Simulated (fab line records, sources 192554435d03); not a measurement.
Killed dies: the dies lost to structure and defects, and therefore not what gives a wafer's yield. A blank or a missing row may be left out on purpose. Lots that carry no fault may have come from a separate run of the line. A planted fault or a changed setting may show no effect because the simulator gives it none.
Chamber matching -- flow n5Finfet -- N5_GATE_CUT_STRIP_42 on rieDiel-03 has 4 sister chambers
The step strips in O2. 4 wafers are shown with their chamber, then 8 later ones without.

== WAFERS PAIRED WITH THEIR CHAMBERS ==
wafer,chamber,drypumpMotorCurrentA (A)
L078.2,1,5.28
L081.3,0,5.91
L081.6,2,5.23
L083.1,3,5.16

== WAFERS WITHOUT THEIR CHAMBER ==
wafer,drypumpMotorCurrentA (A)
L083.2,5.92
L083.6,5.23
L093.1,5.93
L093.3,5.12
L093.5,5.13
L096.1,5.92
L096.3,5.27
L096.4,5.29

== THE CHAMBER EACH PASSED THROUGH ==
wafer,from the rows above,in truth
L083.2,0,0
L083.6,2,2
L093.1,0,0
L093.3,3,3
L093.5,3,3
L096.1,0,0
L096.3,can't be placed: 1 or 2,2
L096.4,1,1
Placed correctly: 7 of 8. Cannot be placed on the basis of these rows: 1; the candidates contain the true chamber in 1. Placed wrongly: 0.
How it was worked out, from the rows above alone: a wafer's distance from a chamber is the root of the sum, over the readings, of the square of ((its reading less the chamber's mean) divided by the reading's scatter). If the next closest chamber is less than 2 further off than the closest, the wafer can't be placed; otherwise it belongs to the closest. A chamber's mean is the mean of its shown wafers. The scatter (one wafer shown for each chamber): square how far every hidden wafer sits from the nearest shown wafer, average those squares and take the square root.
